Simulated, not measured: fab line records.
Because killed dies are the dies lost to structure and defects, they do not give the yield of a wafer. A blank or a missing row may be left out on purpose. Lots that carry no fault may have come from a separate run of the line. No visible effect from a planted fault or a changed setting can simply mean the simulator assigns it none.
Split-lot study | flow n5-finfet | route with 1938 steps; 7 lots, 21 wafers read

== THE SPLIT ==
At N5_GATE_CUT_ALD_22 (deposits SiNx, target thk 16 nm, pulse time 1 s, ald cycles 320), the setting ald-cycles was moved away from the recipe's 320 on 6 of the 21 wafers read, by -7.2% to +15.3%. For the rest of the wafers, this setting stayed at what the recipe calls for.

The reading is taken at the split's own step.

== THE READING ==
SiNx_of_GATE_CUT_ALD_22.thk-nm (the simulator's own value, which no gauge read), in nm, at N5_GATE_CUT_ALD_22 (deposits SiNx, target thk 16 nm, pulse time 1 s, ald cycles 320). No usual value for it is given in the file. Average 16.0 nm, standard deviation 0.11 nm, over the 15 wafers here run with the recipe.

wafer  | tool, chamber at the split | ald-cycles as run | against the recipe | SiNx_of_GATE_CUT_ALD_22.thk-nm, nm | against lot-mates on the recipe
L081.1 | ald-sin-01, 2              | 301               | -5.9%              | 15                                 | -1.0
L081.3 | ald-sin-01, 1,3            | 320               | recipe             | 16                                 | -
L081.6 | ald-sin-01, 1,3            | 320               | recipe             | 16                                 | -
L082.1 | ald-sin-04, 0,2            | 320               | recipe             | 16                                 | -
L082.4 | ald-sin-04, 0,2            | 320               | recipe             | 16                                 | -
L082.5 | ald-sin-04, 3              | 320               | recipe             | 15.8                               | -
L084.3 | ald-sin-03, 2,3            | 320               | recipe             | 16                                 | -
L084.4 | ald-sin-03, 2,3            | 320               | recipe             | 16                                 | -
L084.6 | ald-sin-03, 0              | 361               | +12.8%             | 18                                 | +2.0
L085.1 | ald-sin-01, 1              | 320               | recipe             | 16                                 | -
L085.3 | ald-sin-01, 3              | 320               | recipe             | 16.2                               | -
L085.5 | ald-sin-01, 0              | 297               | -7.2%              | 14.8                               | -1.3
L088.4 | ald-sin-01, 0              | 341               | +6.6%              | 17                                 | +1.0
L088.5 | ald-sin-01, 3,2            | 320               | recipe             | 16                                 | -
L088.6 | ald-sin-01, 3,2            | 320               | recipe             | 16                                 | -
L096.1 | ald-sin-01, 2              | 320               | recipe             | 15.8                               | -
L096.2 | ald-sin-01, 1              | 320               | recipe             | 16                                 | -
L096.4 | ald-sin-01, 0              | 341               | +6.6%              | 17                                 | +1.1
L097.1 | ald-sin-04, 2              | 369               | +15.3%             | 18.4                               | +2.6
L097.4 | ald-sin-04, 1,3            | 320               | recipe             | 15.8                               | -
L097.5 | ald-sin-04, 1,3            | 320               | recipe             | 15.8                               | -
Rows listing several chambers each stand for several wafers; the file does not say which wafer went through which chamber.

THE FIT
A straight line over all 21 wafers: SiNx_of_GATE_CUT_ALD_22.thk-nm changes by +0.16 nm for each +1% of ald-cycles; r = +0.99; the points scatter about the line by 0.096 nm.
The same after taking each lot's own level away (the mean of its wafers on the recipe; 21 wafers): +0.166 nm for each +1%; r = +1.00; scatter 0.073 nm.
That fit puts the effect of the largest move of ald-cycles on the reading at 2.5 nm.
Measured against the standard deviation above, the lots' own levels, which go from 15.80 to 16.10 nm, span 2.8 times it.
Consequently the slope shifts little with the lot-to-lot level, the two slopes agreeing.
Check: for one of the wafers moved furthest among these (+15.3%), held out of the fit, the line's prediction against its lot-mates is +2.48 nm. It came out at +2.6 nm against them.

== THE WHOLE CHAIN: every reading that the file lists as answering this split, in the file's order ==
step                         | what it does                                                    | reading                                                                                   | change (the file's fit)                                                            | r (the file's)
N5_GATE_CUT_ALD_22           | deposits SiNx, target thk 16 nm, pulse time 1 s, ald cycles 320 | SiNx_of_GATE_CUT_ALD_22.thk-nm (the simulator's own value, which no gauge read)           | +0.165 nm for each +1% of the setting                                              | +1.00
N5_GATE_CUT_CMP_23           | polishes, stops on SiO2, t overpolish 23.4 s, target thk 16 nm  | SiNx_of_GATE_CUT_ALD_22.thk-nm (the simulator's own value, which no gauge read)           | not straight: 14.8 at the lowest setting, 15.96 at the recipe, 15.4 at the highest | not given
N5_MOL_CONTACT_COAG_PECVD_31 | deposits SiO2 from TEOS/O2, target thk 46 nm, time 8.9 s        | SiO2_of_MOL_CONTACT_COAG_PECVD_31.thk-nm (the simulator's own value, which no gauge read) | not straight: 50 at the lowest setting, 45.6 at the recipe, 45.4 at the highest    | not given

== FILE'S OWN FIT ==
SiNx_of_GATE_CUT_ALD_22.thk-nm changes by +0.165 nm for each +1% of ald-cycles, r = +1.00.
